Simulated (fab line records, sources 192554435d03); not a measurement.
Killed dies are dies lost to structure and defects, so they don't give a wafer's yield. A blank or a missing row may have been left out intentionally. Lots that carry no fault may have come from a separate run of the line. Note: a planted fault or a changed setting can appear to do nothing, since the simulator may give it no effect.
Chamber matching | flow n5_finfet | cmp-01 running N5_PMOS_HMC_CHANNEL_EPI_CMP_21: 4 sister chambers
The step polishes SiGe30, target thk 54 nm. 7 wafers are shown with their chamber, then 8 later ones without.

## EACH WAFER AND ITS CHAMBER
wafer  | chamber | motor_current_A (A) | slurry_filter_dp_kPa (kPa)
L081.4 | 1       | 13.8                | 13.61
L082.1 | 3       | 11.8                | 13.66
L082.6 | 0       | 11.8                | 13.65
L084.2 | 3       | 11.7                | 13.33
L084.3 | 2       | 10.5                | 13.65
L084.6 | 2       | 10.5                | 13.33
L089.2 | 0       | 11.8                | 13.89

## WAFERS WITH NO CHAMBER GIVEN
wafer  | motor_current_A (A) | slurry_filter_dp_kPa (kPa)
L089.5 | 11.9                | 13.64
L089.6 | 14.5                | 13.31
L092.2 | 12.4                | 13.86
L092.3 | 13.8                | 13.60
L092.5 | 11.8                | 13.54
L095.3 | 11.9                | 13.55
L095.4 | 10.6                | 13.46
L095.5 | 10.3                | 13.54

## WHICH CHAMBER EACH WENT THROUGH
wafer  | from the rows above     | in truth
L089.5 | can't be placed: 0 or 3 | 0
L089.6 | 1                       | 1
L092.2 | can't be placed: 0 or 3 | 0
L092.3 | 1                       | 1
L092.5 | can't be placed: 0 or 3 | 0
L095.3 | can't be placed: 0 or 3 | 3
L095.4 | 2                       | 2
L095.5 | 2                       | 2
Placed correctly: 4 of 8. Cannot be placed on the basis of these rows: 4; the candidates contain the true chamber in 4. Number placed wrongly: 0.
How it was worked out, from the rows above alone: a wafer's distance from a chamber is the root of the sum, over the readings, of the square of ((its reading less the chamber's mean) divided by the reading's scatter). If the next closest chamber is less than 2 further off than the closest, the wafer can't be placed; otherwise it belongs to the closest. For every chamber, the mean is computed from those of its wafers that are shown. The scatter is the square root of a quotient: the sum, over the shown wafers, of each reading's squared deviation from its chamber's mean, divided by wafers minus chambers.
